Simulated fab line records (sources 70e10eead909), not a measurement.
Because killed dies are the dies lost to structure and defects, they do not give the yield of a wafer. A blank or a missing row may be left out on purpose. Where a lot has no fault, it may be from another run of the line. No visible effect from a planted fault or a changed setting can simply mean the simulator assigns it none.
The tool behind it: which one? ; flow nand_harc ; 72 wafers from 24 lots sampled at 5 of the route's 1302 steps

== WHAT THE GAUGES READ, wafer by wafer ==
NHARC_A_SLIT_CD_MEAS_21.
lot;measured;on;cd_nm (nm)
L074;day 20 15:05;cd_sem-02;289.8 290.5 291.0
L075;day 20 15:18;cd_sem-03;290.3 290.6 290.7
L077;day 21 03:17;cd_sem-01;289.9 289.1 290.0
L076;day 21 02:35;cd_sem-02;290.2 289.3 288.3
L078;day 21 18:34;cd_sem-03;290.7 290.0 290.2
L079;day 22 08:10;cd_sem-02;290.4 290.5 290.4
L080;day 22 22:05;cd_sem-02;291.6 290.8 291.9
L082;day 23 13:34;cd_sem-02;289.6 288.9 289.2
L083;day 23 13:44;cd_sem-02;289.1 290.1 291.8
L081;day 23 17:23;cd_sem-03;287.3 288.5 289.1
L084;day 23 23:08;cd_sem-02;291.4 291.2 289.7
L086;day 24 14:10;cd_sem-02;288.8 289.5 289.0
L085;day 24 17:56;cd_sem-01;290.2 289.7 289.8
L087;day 25 01:53;cd_sem-03;289.0 289.4 288.5
L088;day 26 00:52;cd_sem-03;288.1 289.8 289.3
L089;day 25 22:50;cd_sem-02;289.3 289.7 290.0
L091;day 26 23:23;cd_sem-03;289.4 290.6 290.4
L090;day 26 22:38;cd_sem-01;288.6 289.7 289.0
L092;day 27 10:47;cd_sem-02;290.4 288.8 290.4
L093;day 28 02:08;cd_sem-02;289.1 288.8 288.9
L094;day 28 02:23;cd_sem-02;290.6 290.2 290.5
L095;day 28 21:55;cd_sem-03;288.9 290.2 289.0
L096;day 29 07:20;cd_sem-03;290.7 288.4 289.4
L097;day 29 23:55;cd_sem-03;288.7 288.9 288.4

== TOOL THAT RAN EACH LOT (tool first, then ch and the chambers of the sampled wafers, then the start) ==
lot;NHARC_A_STAIRCASE_DEP_471;NHARC_A_SGD_CUT_ETCH_16;NHARC_A_SLIT_DEP_00;NHARC_A_SLIT_ETCH_26
L074;pecvd-03 ch 1,2, day 19 14:02;rie_diel-11 ch 1,2,3, day 20 03:54 or earlier;acl_dep-01 ch 0, day 20 03:54;har_etch-01 ch 0,1, day 20 13:41
L075;pecvd-01 ch 0,1, day 19 14:05;rie_diel-10 ch 2,3, day 20 04:20 or earlier;acl_dep-02 ch 0, day 20 04:20;har_etch-02 ch 0,1, day 20 13:53
L077;pecvd-01 ch 0,1,2, day 20 04:46;rie_diel-06 ch 0,1,3, day 20 15:53 or earlier;acl_dep-01 ch 0, day 20 15:53;har_etch-01 ch 0,1, day 21 01:51
L076;pecvd-03 ch 0,1,2, day 20 05:01;rie_diel-11 ch 1,2, day 20 15:58 or earlier;acl_dep-03 ch 0, day 20 15:58;har_etch-02 ch 0, day 21 01:10
L078;pecvd-04 ch 0,1,2, day 20 22:40;rie_diel-11 ch 0,2,3, day 21 08:10 or earlier;acl_dep-02 ch 0, day 21 08:10;har_etch-01 ch 0, day 21 17:05
L079;pecvd-03 ch 0,1,2, day 21 09:07;rie_diel-10 ch 2,3, day 21 22:27 or earlier;acl_dep-02 ch 0, day 21 22:27;har_etch-02 ch 0,1, day 22 06:50
L080;pecvd-04 ch 0,1, day 22 01:10;rie_diel-11 ch 0,2, day 22 11:17 or earlier;acl_dep-01 ch 0, day 22 11:17;har_etch-01 ch 0, day 22 20:39
L082;pecvd-01 ch 0,1,2, day 22 16:58;rie_diel-10 ch 0,3, day 23 02:43 or earlier;acl_dep-01 ch 0, day 23 02:43;har_etch-02 ch 0,1, day 23 12:08
L083;pecvd-01 ch 0,1, day 22 17:16;rie_diel-06 ch 0,1,3, day 23 02:43 or earlier;acl_dep-03 ch 0, day 23 02:43;har_etch-01 ch 0,1, day 23 12:19
L081;pecvd-01 ch 0,2, day 22 17:49;rie_diel-11 ch 0,1,3, day 23 04:13 or earlier;acl_dep-02 ch 0, day 23 04:13;har_etch-02 ch 0,1, day 23 15:58
L084;pecvd-04 ch 0,2, day 23 00:46;rie_diel-11 ch 0,1,2, day 23 13:23 or earlier;acl_dep-01 ch 0, day 23 13:23;har_etch-02 ch 0,1, day 23 21:46
L086;pecvd-03 ch 0,1,2, day 23 17:12;rie_diel-11 ch 1,2, day 24 03:13 or earlier;acl_dep-03 ch 0, day 24 03:13;har_etch-02 ch 0,1, day 24 12:47
L085;pecvd-04 ch 1,2, day 23 20:02;rie_diel-10 ch 0,1,3, day 24 06:59 or earlier;acl_dep-03 ch 0, day 24 06:59;har_etch-02 ch 0,1, day 24 16:31
L087;pecvd-01 ch 0,2, day 24 03:26;rie_diel-06 ch 0,2,3, day 24 13:36 or earlier;acl_dep-01 ch 0, day 24 13:36;har_etch-02 ch 0,1, day 25 00:29
L088;pecvd-03 ch 0,1,2, day 25 02:14;rie_diel-10 ch 0,1,2, day 25 14:25 or earlier;acl_dep-03 ch 0, day 25 14:25;har_etch-02 ch 0,1, day 25 23:27
L089;pecvd-01 ch 1,2, day 25 02:30;rie_diel-06 ch 1,2, day 25 13:05 or earlier;acl_dep-02 ch 0, day 25 13:05;har_etch-01 ch 0,1, day 25 21:28
L091;pecvd-01 ch 0,1,2, day 26 01:36;rie_diel-11 ch 0,3, day 26 13:41 or earlier;acl_dep-01 ch 0, day 26 13:41;har_etch-01 ch 0,1, day 26 21:56
L090;pecvd-03 ch 0,2, day 26 02:47;rie_diel-11 ch 1,2,3, day 26 12:31 or earlier;acl_dep-03 ch 0, day 26 12:31;har_etch-02 ch 0,1, day 26 21:15
L092;pecvd-04 ch 0,1, day 26 11:05;rie_diel-10 ch 1,2, day 27 00:41 or earlier;acl_dep-01 ch 0, day 27 00:41;har_etch-01 ch 0,1, day 27 09:20
L093;pecvd-01 ch 0,2, day 27 06:41;rie_diel-10 ch 1,3, day 27 15:11 or earlier;acl_dep-03 ch 0, day 27 15:11;har_etch-01 ch 1, day 28 00:43
L094;pecvd-03 ch 1,2, day 27 06:46;rie_diel-06 ch 1,2, day 27 15:49 or earlier;acl_dep-01 ch 0, day 27 15:49;har_etch-02 ch 0,1, day 28 00:52
L095;pecvd-03 ch 0,2, day 27 18:20;rie_diel-11 ch 1,2,3, day 28 07:47 or earlier;acl_dep-02 ch 0, day 28 07:47;har_etch-02 ch 0,1, day 28 20:31
L096;pecvd-03 ch 0,1,2, day 28 10:04;rie_diel-10 ch 0,2,3, day 28 20:19 or earlier;acl_dep-02 ch 0, day 28 20:19;har_etch-01 ch 0,1, day 29 05:55
L097;pecvd-03 ch 1,2, day 28 20:02;rie_diel-10 ch 0,1,3, day 29 10:31 or earlier;acl_dep-02 ch 0, day 29 10:31;har_etch-01 ch 0,1, day 29 22:29
- NHARC_A_STAIRCASE_DEP_471: deposits SiO2, target thk 100 nm.
- NHARC_A_SGD_CUT_ETCH_16: etches the open film in C4F8/O2/Ar, target depth 310.5 nm, time 155.2 s.
- NHARC_A_SLIT_DEP_00: deposits aC, target thk 6200 nm.
- NHARC_A_SLIT_ETCH_26: etches the open film in C4F8/O2/Ar, time 90 s, target depth 400 nm.

== AS READ BY THE TOOLS THEMSELVES (means over the sampled wafers that have a number; for cases with no such wafer, the mark the record gives instead) ==
NHARC_A_STAIRCASE_DEP_471.
lot;tool;heater_power_outer_w (W);heater_power_w (W);showerhead_vpp_V (V);throttle_valve_pct (%)
L074;pecvd-03;367;643;1732;15.8
L075;pecvd-01;358;647;1956;16.3
L077;pecvd-01;359;652;1833;16.2
L076;pecvd-03;254;472;1857;15.7
L078;pecvd-04;326;542;1740;16.2
L079;pecvd-03;275;495;1864;15.8
L080;pecvd-04;307;541;1756;16.5
L082;pecvd-01;334;631;1839;15.5
L083;pecvd-01;359;651;1871;15.5
L081;pecvd-01;301;578;1916;15.5
L084;pecvd-04;312;522;1781;16.1
L086;pecvd-03;249;479;1844;15.5
L085;pecvd-04;325;529;1697;16.1
L087;pecvd-01;295;564;1921;15.7
L088;pecvd-03;257;466;1850;15.6
L089;pecvd-01;403;736;1763;15.4
L091;pecvd-01;351;652;1847;15.5
L090;pecvd-03;246;449;1989;15.5
L092;pecvd-04;314;553;1768;16.5
L093;pecvd-01;363;645;1794;15.6
L094;pecvd-03;327;572;1876;15.3
L095;pecvd-03;263;473;1997;15.7
L096;pecvd-03;238;439;1868;15.7
L097;pecvd-03;356;627;1715;15.3

NHARC_A_SGD_CUT_ETCH_16.
lot;tool;oes_product_au (a.u.);rf_vpp_V (V)
L074;rie_diel-11;0.983;725
L075;rie_diel-10;0.986;721
L077;rie_diel-06;0.943;723
L076;rie_diel-11;0.967;723
L078;rie_diel-11;0.980;727
L079;rie_diel-10;0.978;721
L080;rie_diel-11;0.965;726
L082;rie_diel-10;0.990;727
L083;rie_diel-06;0.939;724
L081;rie_diel-11;0.966;726
L084;rie_diel-11;0.966;723
L086;rie_diel-11;0.949;723
L085;rie_diel-10;0.993;726
L087;rie_diel-06;0.973;723
L088;rie_diel-10;0.975;724
L089;rie_diel-06;0.959;721
L091;rie_diel-11;0.962;727
L090;rie_diel-11;0.978;724
L092;rie_diel-10;0.976;724
L093;rie_diel-10;0.971;724
L094;rie_diel-06;0.975;722
L095;rie_diel-11;0.954;724
L096;rie_diel-10;0.985;724
L097;rie_diel-10;0.986;725

NHARC_A_SLIT_DEP_00.
lot;tool;throttle_valve_pct (%)
L074;acl_dep-01;34.998
L075;acl_dep-02;34.999
L077;acl_dep-01;34.999
L076;acl_dep-03;34.995
L078;acl_dep-02;34.998
L079;acl_dep-02;35.007
L080;acl_dep-01;34.993
L082;acl_dep-01;34.987
L083;acl_dep-03;35.002
L081;acl_dep-02;34.996
L084;acl_dep-01;34.997
L086;acl_dep-03;34.992
L085;acl_dep-03;35.000
L087;acl_dep-01;34.996
L088;acl_dep-03;35.002
L089;acl_dep-02;35.011
L091;acl_dep-01;35.002
L090;acl_dep-03;35.005
L092;acl_dep-01;35.002
L093;acl_dep-03;35.006
L094;acl_dep-01;35.003
L095;acl_dep-02;35.001
L096;acl_dep-02;34.994
L097;acl_dep-02;35.008

NHARC_A_SLIT_ETCH_26.
lot;tool;c4f8_flow_sccm (sccm);drypump_motor_current_A (A);he_backside_leak_sccm (sccm);mfc_ar_sccm (sccm);showerhead_plenum_p_Torr (Torr);throttle_valve_pct (%)
L074;har_etch-01;41.78;5.7;6.4;375.8;3.60;27.627
L075;har_etch-02;41.66;5.0;5.3;374.6;3.96;27.621
L077;har_etch-01;41.61;5.4;6.5;373.7;3.64;27.618
L076;har_etch-02;41.82;4.8;5.1;375.4;3.95;27.625
L078;har_etch-01;41.76;6.0;6.5;374.9;3.55;27.622
L079;har_etch-02;41.63;5.1;5.5;376.0;3.94;27.615
L080;har_etch-01;41.58;6.1;6.7;373.8;3.55;27.621
L082;har_etch-02;41.71;5.2;5.7;374.6;3.93;27.626
L083;har_etch-01;41.65;5.7;7.1;373.0;3.58;27.630
L081;har_etch-02;41.82;5.2;5.5;374.9;3.93;27.615
L084;har_etch-02;41.76;5.0;5.5;374.8;3.93;27.620
L086;har_etch-02;41.66;5.0;5.7;374.3;3.92;27.623
L085;har_etch-02;41.61;5.1;5.5;374.1;3.92;27.620
L087;har_etch-02;41.69;5.0;5.7;375.2;3.92;27.619
L088;har_etch-02;41.73;5.2;5.8;373.9;3.91;27.617
L089;har_etch-01;41.74;5.7;7.4;375.1;3.56;27.619
L091;har_etch-01;41.80;5.4;7.0;375.2;3.59;27.620
L090;har_etch-02;41.68;5.0;5.7;375.5;3.91;27.618
L092;har_etch-01;41.69;5.4;6.8;375.4;3.59;27.618
L093;har_etch-01;41.76;5.1;6.6;376.1;3.62;27.620
L094;har_etch-02;41.60;5.0;5.7;375.3;3.90;27.609
L095;har_etch-02;41.78;5.0;5.6;374.0;3.89;27.615
L096;har_etch-01;41.74;5.7;7.5;374.2;3.54;27.615
L097;har_etch-01;41.62;5.7;7.2;374.9;3.53;27.623

== THE ANSWER, worked out from the rows above alone ==
Rule: the lots themselves supply what counts as usual. The widest of any qualifying gaps counts: lots, ordered by their means at a reading, are off when they make up no more than a third of the lots, leave a main group of 4 or more, and stand apart from it by 3 or more times the standard deviation of that group's means. A main group whose means are all the same, to the digits that the tables above print for the reading, isn't used. Also off: a lot with no number at a reading for which 4 or more lots have one. All remaining lots with rows at the step are treated as sound. The gauges are gone through in route order, then the tools' own readings, and for those a lot's mean is taken as printed above. At the first step where some lot is off, the reading lying furthest off is the one used; lots without a number count as furthest.
No lot is off on any of the readings shown, so nothing can be concluded from this.

== WHAT HAD BEEN PUT IN BY THE SIMULATOR ==
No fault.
